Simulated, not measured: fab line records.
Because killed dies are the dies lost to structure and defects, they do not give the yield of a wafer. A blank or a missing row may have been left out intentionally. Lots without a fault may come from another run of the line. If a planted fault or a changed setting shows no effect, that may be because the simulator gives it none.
Matching of chambers | flow nand-harc | NHARC_A_CHANNEL_FILL_D2_ALD_16 on ald-hk-03: 4 sister chambers
The step deposits SiO2, target thk 1.5 nm, pulse time 10 s, ald cycles 15. 8 wafers are shown with their chamber, then 8 later ones without.

WAFERS WITH THEIR CHAMBER
wafer  | chamber | heater-power-w (W) | heater-power-outer-w (W)
L491.6 | 2       | 367                | 190
L492.3 | 3       | 461                | 252
L492.4 | 1       | 449                | 247
L492.5 | 2       | 365                | 197
L494.3 | 3       | 461                | 254
L494.4 | 0       | 398                | 230
L494.6 | 0       | 401                | 240
L496.1 | 1       | 457                | 252

WAFERS MISSING THEIR CHAMBER
wafer  | heater-power-w (W) | heater-power-outer-w (W)
L496.3 | 404                | 231
L496.5 | 446                | 251
L497.4 | 447                | 252
L497.5 | 451                | 245
L497.6 | 365                | 194
L501.2 | 444                | 256
L501.3 | 462                | 252
L501.5 | 446                | 252

WHICH CHAMBER EACH ONE RAN IN
wafer  | from the rows above | in truth
L496.3 | 0                   | 0
L496.5 | 1                   | 1
L497.4 | 1                   | 1
L497.5 | 1                   | 1
L497.6 | 2                   | 2
L501.2 | 1                   | 1
L501.3 | 3                   | 3
L501.5 | 1                   | 1
Correct placement for 8 of the 8. Not placeable from these rows: 0. Number placed wrongly: 0.
How it was worked out, from the rows above alone: a wafer's distance from a chamber is the root of the sum, over the readings, of the square of ((its reading less the chamber's mean) divided by the reading's scatter). The wafer belongs to the nearest chamber; if the next one is less than 2 further off, it can't be placed. Each chamber's mean is taken over the wafers shown for it. How the scatter is found: for the shown wafers, subtract from each reading the mean of its chamber, square and add these, divide the total by (wafers less chambers), then take the root.
